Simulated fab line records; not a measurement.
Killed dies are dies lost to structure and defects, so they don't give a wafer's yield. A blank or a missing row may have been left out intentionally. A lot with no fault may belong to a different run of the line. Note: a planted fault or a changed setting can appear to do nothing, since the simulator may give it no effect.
Chamber matching / flow n5_finfet / 4 sister chambers for N5_HKMG_FIN_ETCH_67 on rie_diel-04
The step etches SOC in N2/H2, stops on TiN, target depth 388.9 nm. 4 wafers are shown with their chamber, then 7 later ones without.

## EACH WAFER AND ITS CHAMBER
wafer=L084.6; chamber=1; showerhead_plenum_p_Torr (Torr)=2.50
wafer=L088.5; chamber=3; showerhead_plenum_p_Torr (Torr)=2.69
wafer=L089.2; chamber=0; showerhead_plenum_p_Torr (Torr)=2.50
wafer=L089.3; chamber=2; showerhead_plenum_p_Torr (Torr)=2.47

## WAFERS WHOSE CHAMBER IS MISSING
wafer=L089.6; showerhead_plenum_p_Torr (Torr)=2.50
wafer=L093.1; showerhead_plenum_p_Torr (Torr)=2.69
wafer=L093.4; showerhead_plenum_p_Torr (Torr)=2.49
wafer=L093.5; showerhead_plenum_p_Torr (Torr)=2.49
wafer=L095.1; showerhead_plenum_p_Torr (Torr)=2.69
wafer=L095.3; showerhead_plenum_p_Torr (Torr)=2.49
wafer=L095.4; showerhead_plenum_p_Torr (Torr)=2.50

## WHICH CHAMBER EACH WENT THROUGH
wafer=L089.6; from the rows above=can't be placed: 0 or 1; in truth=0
wafer=L093.1; from the rows above=3; in truth=3
wafer=L093.4; from the rows above=can't be placed: 0 or 1 or 2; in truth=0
wafer=L093.5; from the rows above=can't be placed: 0 or 1 or 2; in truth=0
wafer=L095.1; from the rows above=3; in truth=3
wafer=L095.3; from the rows above=can't be placed: 0 or 1 or 2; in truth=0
wafer=L095.4; from the rows above=can't be placed: 0 or 1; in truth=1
Correct placement for 2 of the 7. Cannot be placed on the basis of these rows: 5; the candidates contain the true chamber in 5. Number placed wrongly: 0.
How it was worked out, from the rows above alone: a wafer's distance from a chamber is the root of the sum, over the readings, of the square of ((its reading less the chamber's mean) divided by the reading's scatter). The wafer belongs to the nearest chamber; if the next one is less than 2 further off, it can't be placed. The mean given for a chamber averages the wafers shown for that chamber. The scatter: with one shown wafer a chamber, the root of the mean of the squares of how far each hidden wafer lies from its nearest shown one.
